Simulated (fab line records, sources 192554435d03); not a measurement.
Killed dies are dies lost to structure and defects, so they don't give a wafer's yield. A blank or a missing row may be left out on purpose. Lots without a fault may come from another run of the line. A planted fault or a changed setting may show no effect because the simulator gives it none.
Which tool did it? | flow n5_finfet | 11 lots, 31 wafers sampled, at 5 steps of a route of 1938

WHAT THE GAUGES READ, wafer by wafer
N5_BEOL_M3_RS_MEAS_58: measures by four-point-probe.
lot  | measured     | on            | M3_RS (ohm/sq)
L892 | day 7 17:23  | film_metro-01 | 0.672 0.659 0.665
L895 | day 7 21:43  | film_metro-01 | 0.659 0.647 0.647
L897 | day 8 16:26  | film_metro-01 | 0.660 0.664 0.623
L898 | day 8 22:10  | film_metro-01 | 0.662 0.682 0.623
L899 | day 9 06:35  | film_metro-02 | 0.672 0.641 0.627
L904 | day 10 20:29 | film_metro-02 | 0.688 0.679
L906 | day 11 01:26 | film_metro-02 | 0.691 0.679 0.639
L910 | day 12 07:04 | film_metro-02 | 0.637 0.630
L911 | day 12 10:20 | film_metro-01 | 0.720 0.664 0.659
L913 | day 12 22:47 | film_metro-01 | 0.627 0.636 0.665
L915 | day 13 14:32 | film_metro-02 | 0.746 0.649 0.684

N5_BEOL_M4_RC_MEAS_101.
lot  | measured     | on        | DIBL_N (mV/V)  | DIBL_P (mV/V)  | IOFF_N (nA/um) | IOFF_P (nA/um) | ION_N (uA/um) | ION_P (uA/um) | SS_N (mV/dec)  | SS_P (mV/dec)  | VT_N (mV)   | VT_P (mV)
L892 | day 8 07:15  | prober-02 | 36.1 36.0 36.9 | 36.1 35.6 36.0 | 0.17 0.16 0.17 | 0.21 0.21 0.21 | 676 670 689   | 463 457 465   | 71.7 71.8 71.4 | 73.4 73.3 74.3 | 248 249 247 | -253 -250 -252
L895 | day 8 12:54  | prober-02 | 34.4 36.0 36.2 | 35.0 36.9 36.9 | 0.13 0.16 0.16 | 0.17 0.21 0.20 | 658 686 670   | 451 467 457   | 70.6 71.6 71.4 | 73.4 73.6 73.9 | 253 250 250 | -252 -251 -253
L897 | day 9 10:52  | prober-01 | 39.2 37.8 38.8 | 40.4 38.3 38.2 | 0.20 0.17 0.19 | 0.27 0.25 0.24 | 688 676 675   | 470 465 461   | 71.9 71.4 72.3 | 74.5 74.2 73.5 | 246 248 252 | -246 -245 -248
L898 | day 9 18:20  | prober-01 | 35.0 33.3 35.1 | 35.2 31.9 35.1 | 0.14 0.10 0.14 | 0.18 0.14 0.18 | 666 649 662   | 455 445 452   | 71.4 70.9 70.7 | 72.9 72.0 73.5 | 251 261 252 | -255 -256 -255
L899 | day 9 23:06  | prober-01 | 37.1 35.8 37.0 | 35.6 34.7 35.9 | 0.18 0.14 0.17 | 0.23 0.21 0.24 | 691 671 683   | 465 461 471   | 72.0 71.1 72.0 | 73.1 73.3 73.2 | 247 250 247 | -249 -247 -245
L904 | day 11 10:46 | prober-01 | 36.6 33.9      | 36.1 32.5      | 0.16 0.13      | 0.22 0.16      | 667 677       | 463 461       | 71.8 70.8      | 73.7 72.7      | 249 249     | -248 -252
L906 | day 11 13:50 | prober-02 | 37.1 35.9 36.5 | 36.5 36.2 36.0 | 0.18 0.16 0.17 | 0.21 0.21 0.21 | 686 676 678   | 469 464 460   | 72.0 71.6 71.8 | 73.1 73.7 73.5 | 246 247 248 | -251 -252 -252
L910 | day 12 17:00 | prober-01 | 36.2 35.7      | 36.4 36.7      | 0.15 0.14      | 0.20 0.20      | 669 673       | 461 465       | 70.9 71.5      | 73.8 73.3      | 250 251     | -251 -250
L911 | day 12 20:27 | prober-01 | 34.9 34.4 35.2 | 34.4 33.1 34.6 | 0.14 0.12 0.13 | 0.20 0.17 0.20 | 658 654 660   | 457 450 454   | 71.2 70.5 71.1 | 72.8 72.2 73.1 | 252 254 251 | -249 -253 -250
L913 | day 13 12:44 | prober-01 | 36.8 38.2 37.3 | 35.8 38.7 36.1 | 0.18 0.21 0.17 | 0.22 0.29 0.23 | 676 685 675   | 465 469 462   | 71.4 72.2 71.9 | 73.6 74.5 73.7 | 247 244 249 | -247 -246 -249
L915 | day 13 22:20 | prober-02 | 34.9 35.4 36.7 | 36.0 36.3 38.3 | 0.16 0.17 0.21 | 0.20 0.21 0.24 | 682 674 688   | 463 461 463   | 71.6 71.3 72.0 | 73.4 74.2 73.9 | 248 248 242 | -247 -248 -248

WHICH TOOL RAN EACH LOT (tool, then ch and the chambers of the sampled wafers, then the start)
lot  | N5_BEOL_M3_SPUTTER_90        | N5_BEOL_M3_CO_CAP_55             | N5_BEOL_M4_ILD_DEP_00
L892 | pvd_sputter-03, day 7 15:41  | cvd_co-01 ch 0,1,2, day 7 17:12  | pecvd-04 ch 0,1,2, day 7 17:27
L895 | pvd_sputter-01, day 7 20:00  | cvd_co-02 ch 0,2, day 7 21:31    | pecvd-04 ch 1,2, day 7 21:46
L897 | pvd_sputter-02, day 8 14:20  | cvd_co-01 ch 1,2, day 8 16:16    | pecvd-03 ch 1,2, day 8 16:30
L898 | pvd_sputter-03, day 8 20:28  | cvd_co-01 ch 1,2, day 8 21:59    | pecvd-04 ch 0,1,2, day 8 22:14
L899 | pvd_sputter-01, day 9 04:53  | cvd_co-01 ch 0,1,2, day 9 06:24  | pecvd-03 ch 1,2, day 9 06:39
L904 | pvd_sputter-01, day 10 18:47 | cvd_co-01 ch 0, day 10 20:18     | pecvd-01 ch 0, day 10 20:33
L906 | pvd_sputter-03, day 10 23:43 | cvd_co-01 ch 0,2, day 11 01:14   | pecvd-03 ch 0,2, day 11 01:29
L910 | pvd_sputter-01, day 12 05:20 | cvd_co-01 ch 0,1, day 12 06:52   | pecvd-04 ch 1,2, day 12 07:07
L911 | pvd_sputter-02, day 12 08:38 | cvd_co-02 ch 0,1,2, day 12 10:10 | pecvd-04 ch 0,1,2, day 12 10:25
L913 | pvd_sputter-01, day 12 21:04 | cvd_co-02 ch 1,2, day 12 22:35   | pecvd-04 ch 0,2, day 12 22:51
L915 | pvd_sputter-01, day 13 12:49 | cvd_co-02 ch 0,1, day 13 14:21   | pecvd-04 ch 1,2, day 13 14:35
- N5_BEOL_M3_SPUTTER_90: material Cu, target thk 4.5 nm, time 8.29 s.
- N5_BEOL_M3_CO_CAP_55: material Co, precursor CCTBA/H2, target thk 2 nm, time 102.1 s.
- N5_BEOL_M4_ILD_DEP_00: deposits SiOC from DEMS/O2, target thk 79 nm, time 15.3 s.

WHAT THE TOOLS THEMSELVES READ (means of the sampled wafers that have a number; where no wafer has one, the mark that the record gives instead)
N5_BEOL_M3_SPUTTER_90.
lot  | tool           | throttle_valve_pct (%)
L892 | pvd_sputter-03 | 29.4
L895 | pvd_sputter-01 | 31.1
L897 | pvd_sputter-02 | 29.9
L898 | pvd_sputter-03 | 29.3
L899 | pvd_sputter-01 | 30.3
L904 | pvd_sputter-01 | 30.8
L906 | pvd_sputter-03 | 29.4
L910 | pvd_sputter-01 | 30.6
L911 | pvd_sputter-02 | 29.2
L913 | pvd_sputter-01 | 30.5
L915 | pvd_sputter-01 | 30.3

N5_BEOL_M3_CO_CAP_55.
lot  | tool      | heater_power_w (W) | run_length_s (s)
L892 | cvd_co-01 | 260                | 124.9
L895 | cvd_co-02 | 247                | 124.9
L897 | cvd_co-01 | 259                | 124.6
L898 | cvd_co-01 | 247                | 124.5
L899 | cvd_co-01 | 260                | 124.8
L904 | cvd_co-01 | 262                | 142.3
L906 | cvd_co-01 | 258                | 136.2
L910 | cvd_co-01 | 267                | 158.6
L911 | cvd_co-02 | 252                | 125.2
L913 | cvd_co-02 | 253                | 125.5
L915 | cvd_co-02 | 245                | 125.5

N5_BEOL_M4_ILD_DEP_00.
lot  | tool     | heater_power_w (W) | showerhead_plenum_p_Torr (Torr) | throttle_valve_pct (%)
L892 | pecvd-04 | 518                | 5.692                           | 11.6
L895 | pecvd-04 | 504                | 5.700                           | 11.3
L897 | pecvd-03 | 533                | 5.697                           | 11.9
L898 | pecvd-04 | 491                | 5.686                           | 11.6
L899 | pecvd-03 | 520                | 5.698                           | 11.4
L904 | pecvd-01 | 496                | 5.695                           | 11.9
L906 | pecvd-03 | 528                | 5.687                           | 11.5
L910 | pecvd-04 | 540                | 5.699                           | 11.6
L911 | pecvd-04 | 502                | 5.694                           | 11.7
L913 | pecvd-04 | 478                | 5.676                           | 11.6
L915 | pecvd-04 | 482                | 5.696                           | 11.5

THE ANSWER, worked out from the rows above alone
Rule: what is usual is taken from the lots themselves. Put in order of their means at a reading, lots are off if they are a third of the lots or fewer, leave a main group of 4 or more, and stand apart from it by a gap of 3 or more times the standard deviation of the main group's means; of several such gaps the widest counts. A main group whose means are all the same, to the digits that the tables above print for the reading, isn't used. A lot without any number at a reading at which 4 lots or more have one is off too. The other lots that the step has rows for count as sound. The gauges are gone through in route order, then the tools' own readings, and for those a lot's mean is taken as printed above. The first step at which some lot is off is used, and at that step the reading that is off furthest; a lot without a number counts as furthest.
Off: L904, L906, L910, at N5_BEOL_M3_CO_CAP_55 (run_length_s). The main group: mean 125.0 s, standard deviation 0.36.
A tool fits if, at that step or a process step before it, it ran every lot that is off, and no sound lot after the first of them. One fits: cvd_co-01 at N5_BEOL_M3_CO_CAP_55. Its last sound lot is L899 (day 9 06:24), its first lot that is off L904 (day 10 20:18): a fault that began between those two fits.
The tool's own readings at N5_BEOL_M3_CO_CAP_55 bear it out: on the lots that are off they differ by more than 5 times the standard deviation of the sound lots' means. run_length_s reads 145.7 s there against 125.0 s on the sound lots.

WHAT THE SIMULATOR HAD PUT IN
Process parameter drift: cvd_co-01, from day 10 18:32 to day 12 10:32, at N5_BEOL_M3_CO_CAP_55. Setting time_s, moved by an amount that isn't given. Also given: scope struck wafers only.
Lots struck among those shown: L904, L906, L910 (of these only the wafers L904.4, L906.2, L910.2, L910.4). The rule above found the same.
